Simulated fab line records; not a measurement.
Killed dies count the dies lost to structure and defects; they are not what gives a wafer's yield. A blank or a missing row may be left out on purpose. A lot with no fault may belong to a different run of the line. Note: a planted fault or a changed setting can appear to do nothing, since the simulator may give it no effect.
Chamber matching -- flow n5Finfet -- pecvd-02 running N5_BEOL_M3_ILD_DEP_00: 3 sister chambers
The step deposits SiOC from DEMS/O2, target thk 79 nm, time 15.3 s. 3 wafers are shown with their chamber, then 7 later ones without.

## WAFERS WITH THEIR CHAMBER
wafer,chamber,throttleValvePct (%)
L476.2,1,11.2
L483.3,2,12.0
L483.4,0,12.3

## WAFERS MISSING THEIR CHAMBER
wafer,throttleValvePct (%)
L483.5,11.5
L482.2,12.1
L482.3,12.3
L482.6,12.2
L481.1,11.5
L481.3,12.3
L481.6,11.6

## WHICH CHAMBER EACH WENT THROUGH
wafer,from the rows above,in truth
L483.5,can't be placed: 1 or 2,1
L482.2,can't be placed: 2 or 0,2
L482.3,can't be placed: 0 or 2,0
L482.6,can't be placed: 0 or 2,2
L481.1,can't be placed: 1 or 2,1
L481.3,can't be placed: 0 or 2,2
L481.6,can't be placed: 1 or 2 or 0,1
Placed correctly: 0 of 7. Cannot be placed on the basis of these rows: 7; the candidates contain the true chamber in 7. 0 placed wrongly.
How it was worked out, from the rows above alone: a wafer's distance from a chamber is the root of the sum, over the readings, of the square of ((its reading less the chamber's mean) divided by the reading's scatter). The wafer belongs to the nearest chamber; if the next one is less than 2 further off, it can't be placed. Each chamber's mean is taken over the wafers shown for it. The scatter (one wafer shown for each chamber): square how far every hidden wafer sits from the nearest shown wafer, average those squares and take the square root.
